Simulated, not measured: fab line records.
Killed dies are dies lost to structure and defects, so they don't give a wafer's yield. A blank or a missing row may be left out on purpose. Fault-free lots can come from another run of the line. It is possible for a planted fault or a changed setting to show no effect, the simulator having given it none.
fab line records -- flow n5_finfet
[record] lots = 7, wafers = 18, last_day = 17
route steps=1938 shown START@1 ZERO_LAYER@2 PASSIVATION@1936
lots that met no fault: from a run of the same line without faults
start_h: hours from the record's opening day to when the first of the lot's shown wafers began -- wait_h: time in hours since the lot's previous step -- " unchanged from the row above -- L1.1+2: a single row standing in for several wafers -- - value missing, or start not given -- * or withheld: withheld -- < > ~ a bound
route shown NAME@n: names a module that has steps shown in the file, with the first one's number in the route -- usual: mean/standard deviation of fault-free wafers -- same: alike in all rows -- chamber/n: place in a boat -- sites: each site's reading -- _std_site: standard deviation of those values -- _edge_site: inner sites' mean taken away from outer sites' mean -- radius_mm: for every site, how far away it sits from the centre of the wafer -- mask NAME#n: copy n -- behind: the tool/chamber that last shaped the wafer -- hold: reason for holding the lot/hours on hold/outcome of the hold -- device: transistor that didn't switch, given as n, p or np -- end of line: at the end of the route, the tests of the same wafers -- step lacking rows: just its recipe -- killed: not the wafer's yield, but the dies lost to structure and defects at the first sort -- map: dies across one wafer; x = killed, . = not, _ = none there
set.NAME: the setting as run; set.NAME@STEP: as run at that earlier step -- model.NAME: the simulator's own value behind a step, which no gauge read
lots seen at some steps along the route; tables by step, rows by wafer
services: the hour from which a tool's chamber was out of use, counted from the record's first day as start_h (under 0 if before that day), plus the number of hours and why
[[steps]]
[step N5_START_INSPECT_01]
[recipe] inspect_instrument = unpatterned_scan, mode = incoming
[usual] raw_defect_count = 6.0/2.3
lot.wafer,tool,chamber,start_h,wait_h,raw_defect_count
L819.4,defect_inspect-01,-,12.04,-,3
L819.5,defect_inspect-01,-,12.04,-,1
L819.6,defect_inspect-01,-,12.04,-,10
L831.1,defect_inspect-02,-,84.03,-,6
L831.5,defect_inspect-02,-,84.03,-,3
L831.6,defect_inspect-02,-,84.03,-,4
L834.1,defect_inspect-02,-,102.03,-,6
L834.4,defect_inspect-02,-,102.03,-,9
L835.1,defect_inspect-02,-,108.03,-,9
L835.5,defect_inspect-02,-,108.03,-,8
L836.1,defect_inspect-02,-,114.03,-,6
L836.6,defect_inspect-02,-,114.03,-,4
L837.3,defect_inspect-01,-,120.03,-,7
L837.5,defect_inspect-01,-,120.03,-,4
L837.6,defect_inspect-01,-,120.03,-,9
L842.1,defect_inspect-02,-,150.03,-,9
L842.2,defect_inspect-02,-,150.03,-,6
L842.5,defect_inspect-02,-,150.03,-,7
[step N5_ZERO_LAYER_PRECLEAN_00]
[recipe] chemistry = SPM, time_s = 600, temp_c = 120, mix = 4:1
[step N5_ZERO_LAYER_SRD_01]
[recipe] time_s = 30, temp_c = 23, rinse_liquid = diw, dry = n2_spin, spin_rpm = 1500, dry_time_s = 30
[step N5_ZERO_LAYER_PECVD_02]
[recipe] material = SiO2, target_thk_a = 100, temp_c = 400, precursor = SiH4/N2O, pressure_torr = 0.75, rf_w = 275, time_s = 6
[usual] heater_power_w = 795/69, showerhead_plenum_p_Torr = 8.06/0.077
lot.wafer,tool,chamber,start_h,wait_h,heater_power_w,showerhead_plenum_p_Torr,model.SiO2_of_ZERO_LAYER_PECVD_02.thk_nm
L819.4,pecvd-02,1,12.31,0.1,798,7.99,9.948
L819.5,pecvd-02,0,12.31,0.1,882,8.08,9.949
L819.6,pecvd-02,2,12.31,0.1,673,7.97,9.945
L831.1,pecvd-02,0,84.29,0.0,872,8.08,9.753
L831.5,pecvd-02,0,84.29,0.0,879,8.08,9.831
L831.6,pecvd-02,1,84.29,0.0,804,7.99,9.983
L834.1,pecvd-02,0,102.29,0.0,860,8.08,15.83
L834.4,pecvd-02,2,102.29,0.0,674,7.94,9.949
L835.1,pecvd-02,1,108.28,0.0,811,8.00,15.9
L835.5,pecvd-02,2,108.28,0.0,774,7.95,9.953
L836.1,pecvd-02,1,114.28,0.0,929,8.02,16.1
L836.6,pecvd-02,0,114.28,0.0,868,8.09,16.23
L837.3,pecvd-01,2,120.28,0.0,928,8.20,9.628
L837.5,pecvd-01,2,120.28,0.0,933,8.19,9.943
L837.6,pecvd-01,1,120.28,0.0,811,8.19,9.67
L842.1,pecvd-01,0,150.28,0.0,766,8.04,9.688
L842.2,pecvd-01,1,150.28,0.0,755,8.18,9.55
L842.5,pecvd-01,0,150.28,0.0,770,8.04,9.756
[step N5_ZERO_LAYER_HMDS_04]
[recipe] time_s = 60, temp_c = 120
[step N5_PASSIVATION_PROBE_49]
[usual] killed_at_M0_to_M3 = 33/9.1, killed_at_M4_up = 14/5.6, killed_at_contacts = 13/5.7, killed_at_front_end = 42/12, killed_at_other = 4/3, killed_dies = 105/16, killed_on_rim = 13/4, killed_open = 69/11, killed_short = 34/7.5
[same] gross_dies = 1180, killed_at_back_side = 0
lot.wafer,tool,chamber,start_h,wait_h,killed_at_M0_to_M3,killed_at_M4_up,killed_at_contacts,killed_at_front_end,killed_at_other,killed_dies,killed_on_rim,killed_open,killed_short
L831.1,prober-02,-,326.50,0.0,31,10,14,33,7,95,9,66,29
L831.5,prober-02,-,326.70,0.2,30,14,11,37,8,100,11,73,25
L831.6,prober-02,-,326.75,0.3,53,24,7,25,3,112,7,78,34
L836.6,prober-01,-,368.51,0.3,30,7,10,20,5,72,10,55,17
L842.1,prober-01,-,410.64,0.0,30,5,10,66,11,122,17,74,47
L842.2,prober-01,-,410.69,0.1,56,11,11,41,6,125,21,86,38
L842.5,prober-01,-,410.84,0.2,33,19,20,37,3,112,15,75,37
// killed by level:class
L831.1 BEOL_M0_SAQP:geometric_particle:open=12 MOL_CONTACT_COAG:geometric_particle:open=10 DUMMY_GATE:geometric_particle:open=9 FIN_SAQP:geometric_particle:open=8 BEOL_M0_SAQP:geometric_particle:short=7 BEOL_M3:geometric_particle:open=7 FIN_SAQP:geometric_particle:short=4 MOL_CONTACT_COAG:geometric_particle:short=4
L831.5 MOL_CONTACT_COAG:geometric_particle:open=10 BEOL_M4:geometric_particle:open=10 FIN_SAQP:geometric_particle:open=8 ILD0:geometric_particle:open=7 BEOL_M0_SAQP:geometric_particle:open=7 FIN_SAQP:geometric_particle:short=5 DUMMY_GATE:geometric_particle:open=5 BEOL_M3:geometric_particle:open=5
L831.6 BEOL_M0_SAQP:geometric_particle:short=13 BEOL_M4:geometric_particle:open=12 BEOL_M3:geometric_particle:open=11 BEOL_M1:geometric_particle:open=8 STI_FIN_REVEAL:geometric_particle:open=7 BEOL_M0_SAQP:geometric_particle:open=7 MOL_CONTACT_COAG:geometric_particle:open=7 BEOL_M2:geometric_particle:open=5
L836.6 MOL_CONTACT_COAG:geometric_particle:open=9 BEOL_M0_SAQP:geometric_particle:short=8 BEOL_M3:geometric_particle:open=8 STI_FIN_REVEAL:geometric_particle:open=5 GATE_CUT:geometric_particle:open=4 BEOL_M0_SAQP:geometric_particle:open=4 BEOL_M4:geometric_particle:open=4 DUMMY_GATE:geometric_particle:open=3
L842.1 FIN_SAQP:geometric_particle:open=16 FIN_SAQP:geometric_particle:short=15 STI_FIN_REVEAL:geometric_particle:open=9 DUMMY_GATE:geometric_particle:open=8 BEOL_M0_SAQP:geometric_particle:short=8 MOL_CONTACT_COAG:geometric_particle:open=7 BEOL_M2:geometric_particle:open=6 BEOL_M3:geometric_particle:open=6
L842.2 FIN_SAQP:geometric_particle:open=18 BEOL_M2:geometric_particle:open=16 MOL_CONTACT_COAG:geometric_particle:open=11 BEOL_M0_SAQP:geometric_particle:open=8 FIN_SAQP:geometric_particle:short=7 BEOL_M3:geometric_particle:open=7 BEOL_M0_SAQP:geometric_particle:short=6 BEOL_M0:geometric_particle:open=6
L842.5 MOL_CONTACT_COAG:geometric_particle:open=16 FIN_SAQP:geometric_particle:open=9 BEOL_M2:geometric_particle:open=8 FIN_SAQP:geometric_particle:short=7 STI_FIN_REVEAL:geometric_particle:open=6 BEOL_M0_SAQP:geometric_particle:open=6 BEOL_M4:geometric_particle:open=6 BEOL_M1:geometric_particle:open=5
[[services]]
tool,chamber,start_h,hours,kind
pecvd-02,0,4.53,2.9,repair
pecvd-02,2,21.12,-,clean
pecvd-02,2,21.12,-,consumable_replace:showerhead
pecvd-02,2,21.12,29.0,scheduled_down
pecvd-02,2,21.12,29.0,vent_cycle
pecvd-01,1,58.57,5.5,scheduled_down
pecvd-02,1,59.86,3.4,repair
pecvd-02,0,110.42,2.1,scheduled_down
pecvd-01,2,114.12,2.1,scheduled_down
pecvd-02,2,124.07,2.3,repair
[[key]]
first_sign none at tools or gauges
[model_effect] step = N5_ZERO_LAYER_PECVD_02, value = SiO2_of_ZERO_LAYER_PECVD_02.thk_nm, without = 9.93, struck = 16.02
met_at N5_ZERO_LAYER_PECVD_02
struck_wafers L834.1,L835.1,L836.1,L836.6
tester_left_out L834,L835,L836
onset_between 84.29 102.29
[fault] kind = process_parameter_drift, tool = pecvd-02, chamber = -, onset_h = 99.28, steps = N5_ZERO_LAYER_PECVD_02, channel = time_s, offset = *, shape = step, end_h = 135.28, scope = struck_wafers_only, acts_in = *, stated = *
// tester_left_out: of these lots the tester's yield and bins aren't shown, on N5 and GAA mostly nor the transistor test; their killed dies are dies lost to structure and defects alone, not to doping, threshold or leakage, so they don't give the yield
